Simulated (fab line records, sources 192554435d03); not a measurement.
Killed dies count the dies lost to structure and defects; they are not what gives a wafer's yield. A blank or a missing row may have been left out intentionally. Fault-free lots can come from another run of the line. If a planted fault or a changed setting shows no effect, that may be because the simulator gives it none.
fab line records | flow n5-finfet
[record] lots = 10 wafers = 28 last-day = 17
route steps=1938 shown BEOL_M6@1232
lots untouched by any fault: they come from a run of this same line in which no faults occurred
start-h: start of the lot's first displayed wafer, in hours after the record's first day | wait-h: hours from the lot's prior step to this one | " repeats the value in the row above | L1.1+2: a row that stands for several wafers | - no value, or no start was given | * or withheld: withheld | < > ~ a bound
route shown NAME@n: a module of which the file shows steps, and the number in the route of the first | usual: the fault-free wafers' mean and standard deviation | same: alike in all rows | chamber/n: place in a boat | sites: each site's reading | _std_site: their standard deviation | _edge_site: outer sites' mean less inner sites' | radius-mm: how far each site lies from the wafer's centre | mask NAME#n: copy n | behind: tool/chamber where the wafer was last shaped | hold: cause of the lot's hold/its duration in hours/its outcome | device: whichever transistor did not switch (one of n, p or np) | end of line: tests run on the same wafers once the route is complete | a step given without rows: its recipe and nothing more | killed: at the first sort, the dies lost to defects and structure; wafer yield is something else | map: a wafer's dies, x killed, . not, _ none there
set.NAME: setting as actually run; set.NAME@STEP: the setting as run at that earlier step | model.NAME: the simulator's own value behind a step, which no gauge read
the route's steps for a sample of lots (tables are steps, rows are wafers)
services: from which hour (start-h, from the record's first day; less than 0 if before it) a tool's chamber was out of use, for how many hours, and why
[[steps]]
[step N5_BEOL_M6_ETCH_65]
[recipe] chemistry = CF4 target = SiARC target-depth-a = 156 mask-material = CAR-EUV time-s = 26 ion-energy-ev = 80 pressure-mtorr = 40 source-w = 545 bias-w = 36 Ar_flow_sccm = 100 cf4-flow-sccm = 100 ends = cleared
[usual] bias-w = 35.99/0.1 drypump-motor-current-A = 5.6/0.55 etch-rf-on-time-s = 25.9/0.56 mfc-ar-sccm = 99.9/0.31 oes-product-au = 0.68/0.063 rf-vpp-V = 183.7/1.3 showerhead-plenum-p-Torr = 2.12/0.083 throttle-valve-pct = 15.63/0.23
// columns lot.wafer tool chamber start-h wait-h bias-w drypump-motor-current-A etch-rf-on-time-s mfc-ar-sccm oes-product-au rf-hours-counter-h rf-vpp-V showerhead-plenum-p-Torr throttle-valve-pct
L891.2 rie-diel-05 0 222.63 0.0 36.09 5.2 26.2 100.2 0.63 151 184.0 2.06 15.47
L891.3 " 1 " " 35.99 5.9 25.8 100.2 0.69 98 183.8 2.09 15.82
L891.6 " 3 " " 35.86 4.7 26.1 100.0 0.67 - 182.3 2.08 15.69
L895.2 rie-diel-04 0 239.16 0.0 35.94 6.5 25.7 100.0 0.68 106 184.4 2.25 15.53
L895.4 " 1 " " 35.96 6.1 25.4 100.2 0.72 74 184.6 2.25 15.36
L895.5 " 2 " " 36.12 5.7 25.5 99.4 0.83 - 182.4 2.11 15.13
L893.2 rie-diel-05 2 249.74 0.0 35.97 6.0 25.1 99.8 0.67 125 185.5 2.14 15.84
L893.3 " 0 " " 36.03 5.1 25.8 100.1 0.64 161 182.4 2.05 15.47
L893.4 " 3 " " 36.16 4.7 25.8 99.9 0.68 98 183.4 2.08 15.70
L896.1 rie-diel-05 3 259.40 0.0 35.93 4.7 26.3 100.0 0.67 101 180.6 2.08 15.70
L896.2 " 0 " " 35.97 5.2 26.5 100.4 0.62 164 183.6 2.05 15.49
L896.4 " 1 " " 35.96 5.9 26.0 99.3 0.69 111 183.4 2.08 15.85
L898.1 rie-diel-05 3 267.75 0.0 36.00 4.7 31.6 100.1 0.60 104 181.3 2.08 15.72
L898.3 " 0 " " 35.93 5.2 31.6 100.0 0.57 168 183.0 2.05 15.50
L901.1 rie-diel-05 3 278.77 0.0 36.08 4.7 31.5 99.9 0.60 107 182.5 2.08 15.72
L901.3 " 1 " " 35.97 5.9 30.8 100.6 0.62 117 183.1 2.08 15.85
L901.4 " 2 " " 35.98 6.0 25.4 100.1 0.66 134 183.8 2.14 15.84
L902.1 rie-diel-05 3 296.85 0.0 35.83 4.7 31.2 99.5 0.60 115 184.5 2.07 15.71
L902.3 " 0 " " 36.10 5.2 31.5 100.3 0.57 179 182.0 2.05 15.51
L908.2 rie-diel-04 2 320.76 0.0 35.95 5.7 26.2 100.1 0.75 37 183.1 2.10 15.19
L908.3 " 1 " " 35.84 6.1 25.6 100.1 0.70 107 183.8 2.23 15.43
L908.4 " 0 " " 36.05 6.5 26.0 100.2 0.64 139 184.7 2.23 15.58
L909.1 rie-diel-03 0 327.23 0.0 35.99 5.3 25.6 99.6 0.67 139 183.6 2.06 15.70
L909.4 " 1 " " 36.03 6.3 25.6 100.0 0.79 10 184.3 2.19 15.62
L909.5 " 0 " " 35.97 5.3 25.6 99.9 0.68 - 182.5 2.06 15.70
L910.2 rie-diel-04 1 327.72 0.0 36.09 6.1 25.8 100.2 0.70 109 184.0 2.23 15.44
L910.3 " 0 " " 36.09 6.5 26.1 100.0 0.65 141 185.4 2.23 15.58
L910.4 " 2 " " 36.03 5.7 26.4 100.0 0.75 39 184.7 2.10 15.22
[step N5_BEOL_M6_ETCH_66]
[recipe] chemistry = N2/H2 target = SOC target-depth-a = 800 overetch-a = 160 mask-material = SiARC temp-c = 40 time-s = 120 ion-energy-ev = 200 pressure-mtorr = 30 source-w = 840 bias-w = 150 n2-flow-sccm = 200 h2-flow-sccm = 200
[usual] bias-w = 150.0/0.46 drypump-motor-current-A = 5.6/0.55 h2-flow-sccm = 200.0/0.54 oes-product-au = 0.61/0.052 rf-vpp-V = 523/3.1 showerhead-plenum-p-Torr = 2.51/0.11 throttle-valve-pct = 17.83/0.23
// columns lot.wafer tool chamber start-h wait-h bias-w drypump-motor-current-A h2-flow-sccm oes-product-au rf-hours-counter-h rf-vpp-V showerhead-plenum-p-Torr throttle-valve-pct
L891.2 rie-diel-05 0 222.66 0.0 149.1 5.2 199.8 0.57 151 519 2.46 17.74
L891.3 " 1 " " 149.2 5.8 200.2 0.62 98 522 2.45 17.85
L891.6 " 3 " " 150.6 4.7 200.0 0.61 - 523 2.46 17.90
L895.2 rie-diel-04 0 239.19 0.0 150.3 6.4 199.7 0.60 106 527 2.66 17.68
L895.4 " 1 " " 149.7 6.1 200.0 0.64 74 527 2.68 17.53
L895.5 " 2 " " 150.9 5.7 199.9 0.74 - 523 2.49 17.17
L893.2 rie-diel-05 2 249.77 0.0 150.4 6.0 199.8 0.59 125 524 2.56 18.09
L893.3 " 0 " " 149.7 5.2 200.6 0.57 161 521 2.45 17.76
L893.4 " 3 " " 150.1 4.7 200.4 0.61 98 519 2.45 17.94
L896.1 rie-diel-05 3 259.43 0.0 149.6 4.7 199.6 0.60 101 522 2.45 17.92
L896.2 " 0 " " 150.2 5.2 200.1 0.57 164 522 2.45 17.77
L896.4 " 1 " " 150.1 5.9 200.1 0.61 111 521 2.44 17.89
L898.1 rie-diel-05 3 267.77 0.0 150.8 4.7 199.5 0.61 104 521 2.45 17.94
L898.3 " 0 " " 149.9 5.1 199.5 0.56 168 520 2.45 17.76
L901.1 rie-diel-05 3 278.80 0.0 149.9 4.7 200.2 0.60 107 522 2.45 17.92
L901.3 " 1 " " 149.3 5.9 199.2 0.60 117 522 2.44 17.90
L901.4 " 2 " " 150.2 6.0 200.9 0.59 134 526 2.56 18.11
L902.1 rie-diel-05 3 296.88 0.0 150.0 4.7 200.7 0.59 115 522 2.45 17.96
L902.3 " 0 " " 150.6 5.2 200.3 0.56 179 522 2.45 17.80
L908.2 rie-diel-04 2 320.78 0.0 150.9 5.7 200.1 0.68 37 523 2.47 17.23
L908.3 " 1 " " 149.4 6.1 199.4 0.62 107 526 2.67 17.59
L908.4 " 0 " " 150.1 6.5 200.7 0.58 139 527 2.65 17.70
L909.1 rie-diel-03 0 327.26 0.0 150.5 5.3 200.2 0.60 139 522 2.45 18.02
L909.4 " 1 " " 150.5 6.4 200.2 0.71 10 525 2.59 17.83
L909.5 " 0 " " 151.2 5.3 200.0 0.60 - 522 2.44 18.00
L910.2 rie-diel-04 1 327.75 0.0 149.8 6.1 200.7 0.61 109 527 2.67 17.60
L910.3 " 0 " " 150.0 6.5 200.5 0.58 141 526 2.65 17.72
L910.4 " 2 " " 150.4 5.8 200.2 0.67 39 522 2.47 17.24
[step N5_BEOL_M6_TRENCH_ETCH_37]
[recipe] chemistry = C4F6/O2 target-depth-a = 944.35 target = SiCOH_lowk time-s = 31.5 ion-energy-ev = 250 pressure-mtorr = 30 source-w = 345 bias-w = 185 Ar_flow_sccm = 300 C4F6_flow_sccm = 10 O2_flow_sccm = 10
[usual] bias-w = 185.0/0.55 drypump-motor-current-A = 5.6/0.55 mfc-ar-sccm = 300.0/0.84 oes_f_703_au = 0.80/0.073 oes_o_777_au = 0.81/0.077 oes-product-au = 0.80/0.074 rf-vpp-V = 663/13 showerhead-plenum-p-Torr = 2.81/0.11 throttle-valve-pct = 20.94/0.21
// columns lot.wafer tool chamber start-h wait-h bias-w drypump-motor-current-A mfc-ar-sccm oes_f_703_au oes_o_777_au oes-product-au rf-hours-counter-h rf-vpp-V showerhead-plenum-p-Torr throttle-valve-pct
L891.2 rie-diel-05 0 - - 185.3 5.2 299.4 0.74 0.74 0.74 151 657 2.74 20.75
L891.3 " 1 " " 185.0 5.8 299.6 0.82 0.81 0.81 98 647 2.76 21.12
L891.6 " 3 " " 184.6 4.7 299.3 0.83 0.84 0.79 - 648 2.76 20.94
L895.2 rie-diel-04 0 - - 185.4 6.6 299.9 0.81 0.80 0.79 106 669 3.00 20.87
L895.4 " 1 " " 185.2 6.1 301.0 0.86 0.88 0.85 74 672 2.98 20.58
L895.5 " 2 " " 184.4 5.8 299.7 0.94 0.95 0.99 - 682 2.82 20.55
L893.2 rie-diel-05 2 - - 185.3 6.0 300.0 0.79 0.78 0.77 125 683 2.85 21.18
L893.3 " 0 " " 184.6 5.2 300.4 0.73 0.73 0.74 161 656 2.73 20.76
L893.4 " 3 " " 185.2 4.7 299.5 0.83 0.83 0.79 98 649 2.75 20.97
L896.1 rie-diel-05 3 - - 185.5 4.7 300.8 0.81 0.83 0.78 101 650 2.75 20.97
L896.2 " 0 " " 185.0 5.2 300.3 0.73 0.71 0.73 164 657 2.73 20.76
L896.4 " 1 " " 184.9 5.8 300.1 0.79 0.79 0.80 111 646 2.75 21.14
L898.1 rie-diel-05 3 - - 185.5 4.7 299.9 0.81 0.83 0.78 104 651 2.75 20.98
L898.3 " 0 " " 185.2 5.2 299.4 0.72 0.72 0.74 168 654 2.73 20.75
L901.1 rie-diel-05 3 - - 185.6 4.7 300.7 0.81 0.83 0.78 107 649 2.75 20.97
L901.3 " 1 " " 183.8 5.9 302.0 0.79 0.78 0.80 117 647 2.75 21.13
L901.4 " 2 " " 184.8 6.0 301.5 0.78 0.77 0.78 134 683 2.84 21.18
L902.1 rie-diel-05 3 - - 185.8 4.7 300.6 0.80 0.82 0.77 115 649 2.75 21.01
L902.3 " 0 " " 184.6 5.1 301.2 0.71 0.71 0.73 179 656 2.72 20.78
L908.2 rie-diel-04 2 - - 184.0 5.8 300.0 0.85 0.87 0.88 37 682 2.80 20.60
L908.3 " 1 " " 184.6 6.1 300.8 0.83 0.84 0.81 107 671 2.96 20.62
L908.4 " 0 " " 185.1 6.5 301.1 0.77 0.77 0.75 139 667 2.98 20.95
L909.1 rie-diel-03 0 - - 185.2 5.3 299.5 0.78 0.79 0.79 139 663 2.74 21.01
L909.4 " 1 " " 184.9 6.3 298.6 0.95 0.95 0.92 10 648 2.89 20.91
L909.5 " 0 " " 185.4 5.3 300.4 0.78 0.80 0.78 - 662 2.74 21.01
L910.2 rie-diel-04 1 - - 186.4 6.1 300.8 0.83 0.85 0.80 109 671 2.96 20.63
L910.3 " 0 " " 184.5 6.6 300.7 0.77 0.77 0.74 141 668 2.98 20.93
L910.4 " 2 " " 184.9 5.8 300.9 0.85 0.86 0.88 39 683 2.80 20.59
[step N5_BEOL_M6_OCD_MEAS_38]
[usual] trench-depth-nm = 94.5/1.6
// columns lot.wafer tool chamber start-h wait-h trench-depth-nm
L891.2 ocd-01 - 223.01 - 93.4
L891.3 " - " " 95.2
L891.6 " - " " 92.6
L895.2 ocd-02 - 239.54 - 93.6
L895.4 " - " " 95.1
L895.5 " - " " 97.7
L893.2 ocd-02 - 250.12 - 96.2
L893.3 " - " " 94.9
L893.4 " - " " 93.9
L896.1 ocd-02 - 259.78 - 92.1
L896.2 " - " " 93.6
L896.4 " - " " 94.7
L898.1 ocd-02 - 268.12 - 93.2
L898.3 " - " " 94.8
L901.1 ocd-01 - 279.15 - 92.5
L901.3 " - " " 95.6
L901.4 " - " " 95.2
L902.1 ocd-01 - 297.22 - 92.6
L902.3 " - " " 93.2
L908.2 ocd-01 - 321.13 - 95.2
L908.3 " - " " 95.1
L908.4 " - " " 92.4
L909.1 ocd-01 - 327.60 - 96.2
L909.4 " - " " 93.6
L909.5 " - " " 95.9
L910.2 ocd-02 - 328.10 - 94.8
L910.3 " - " " 92.4
L910.4 " - " " 95.6
[[services]]
// columns tool chamber start-h hours kind
rie-diel-04 - 199.04 0.5 repair
rie-diel-04 2 202.38 - clean
rie-diel-04 2 202.38 - consumable-replace:focus-ring
rie-diel-04 2 202.38 27.5 scheduled-down
rie-diel-04 2 202.38 27.5 vent-cycle
rie-diel-03 1 258.58 - clean
rie-diel-03 1 258.58 - consumable-replace:focus-ring
rie-diel-03 1 258.58 25.3 scheduled-down
rie-diel-03 1 258.58 25.3 vent-cycle
rie-diel-03 - 282.27 14.6 pm
rie-diel-05 - 290.03 0.5 repair
rie-diel-04 - 306.33 0.4 repair
[[key]]
[first-sign] step = N5_BEOL_M6_ETCH_65 reading = etch-rf-on-time-s direction = up sigmas = 9.7 usual = * struck = *
effect none on later readings
met-at N5_BEOL_M6_ETCH_65
struck-lots L898,L901,L902
struck-wafers L898.1,L898.3,L901.1,L901.3,L902.1,L902.3
not-acting-at N5_BEOL_M6_ETCH_66,N5_BEOL_M6_TRENCH_ETCH_37,N5_BEOL_M6_OCD_MEAS_38
onset-between 259.40 267.75
[fault] kind = process-parameter-drift tool = rie-diel-05 chamber = - onset-h = 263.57 steps = N5_BEOL_M6_ETCH_65 channel = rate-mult offset = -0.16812 shape = step end-h = 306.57 scope = struck-wafers-only
